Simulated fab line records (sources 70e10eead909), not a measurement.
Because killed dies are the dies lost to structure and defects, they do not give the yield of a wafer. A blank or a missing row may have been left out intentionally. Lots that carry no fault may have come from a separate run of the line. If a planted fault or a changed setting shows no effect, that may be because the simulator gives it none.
Chamber matching :: flow nand-harc :: 3 sister chambers for NHARC_P_M1_PRE_CLEAN_32 on pecvd-01
The step time 12 s. 6 wafers are shown with their chamber, then 7 later ones without.

## WAFERS PAIRED WITH THEIR CHAMBERS
wafer: L080.2
chamber: 0
heater-power-w (W): 681

wafer: L084.3
chamber: 0
heater-power-w (W): 664

wafer: L085.4
chamber: 1
heater-power-w (W): 657

wafer: L085.5
chamber: 2
heater-power-w (W): 579

wafer: L087.1
chamber: 2
heater-power-w (W): 494

wafer: L087.2
chamber: 1
heater-power-w (W): 622

## WAFERS MISSING THEIR CHAMBER
wafer: L087.4
heater-power-w (W): 490

wafer: L090.1
heater-power-w (W): 555

wafer: L090.3
heater-power-w (W): 610

wafer: L090.6
heater-power-w (W): 527

wafer: L091.2
heater-power-w (W): 564

wafer: L091.3
heater-power-w (W): 630

wafer: L091.4
heater-power-w (W): 635

## WHICH CHAMBER EACH ONE RAN IN
wafer: L087.4
from the rows above: 2
in truth: 2

wafer: L090.1
from the rows above: can't be placed: 2 or 1
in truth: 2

wafer: L090.3
from the rows above: can't be placed: 1 or 0 or 2
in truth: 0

wafer: L090.6
from the rows above: 2
in truth: 2

wafer: L091.2
from the rows above: can't be placed: 2 or 1
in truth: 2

wafer: L091.3
from the rows above: can't be placed: 1 or 0
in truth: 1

wafer: L091.4
from the rows above: can't be placed: 1 or 0
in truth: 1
2 of 7 placed correctly. Cannot be placed on the basis of these rows: 5; the candidates contain the true chamber in 5. Wrongly placed: 0.
How it was worked out, from the rows above alone: a wafer's distance from a chamber is the root of the sum, over the readings, of the square of ((its reading less the chamber's mean) divided by the reading's scatter). The wafer belongs to the nearest chamber; if the next one is less than 2 further off, it can't be placed. Each chamber's mean is taken over the wafers shown for it. The scatter: the root of (the sum of the squares of (reading less its chamber's mean) over the shown wafers, divided by (wafers less chambers)).
